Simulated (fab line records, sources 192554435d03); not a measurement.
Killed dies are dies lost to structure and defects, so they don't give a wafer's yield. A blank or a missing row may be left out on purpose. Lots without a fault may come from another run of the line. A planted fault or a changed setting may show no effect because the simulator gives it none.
Chamber matching | flow n5_finfet | N5_BEOL_M5_ETCH_68 on rie_diel-03: 4 sister chambers
The step etches SOC in N2/H2, target depth 80 nm, overetch 16 nm, time 120 s. 4 wafers are shown with their chamber, then 8 later ones without.

WAFERS WITH THEIR CHAMBER
wafer  | chamber | drypump_motor_current_A (A)
L084.2 | 0       | 4.9
L086.4 | 1       | 6.1
L086.6 | 2       | 5.8
L093.1 | 3       | 6.6

WAFERS WITHOUT THEIR CHAMBER
wafer  | drypump_motor_current_A (A)
L093.5 | 5.8
L093.6 | 6.6
L094.2 | 6.0
L094.3 | 5.8
L094.6 | 4.9
L096.1 | 4.9
L096.3 | 6.1
L096.5 | 6.7

WHICH CHAMBER EACH WENT THROUGH
wafer  | from the rows above | in truth
L093.5 | 2                   | 2
L093.6 | 3                   | 3
L094.2 | 1                   | 1
L094.3 | 2                   | 2
L094.6 | 0                   | 0
L096.1 | 0                   | 0
L096.3 | 1                   | 1
L096.5 | 3                   | 3
Placed correctly: 8 of 8. Can't be placed from these rows: 0. Placed wrongly: 0.
How it was worked out, from the rows above alone: a wafer's distance from a chamber is the root of the sum, over the readings, of the square of ((its reading less the chamber's mean) divided by the reading's scatter). The wafer belongs to the nearest chamber; if the next one is less than 2 further off, it can't be placed. A chamber's mean is the mean of its shown wafers. The scatter: with one shown wafer a chamber, the root of the mean of the squares of how far each hidden wafer lies from its nearest shown one.
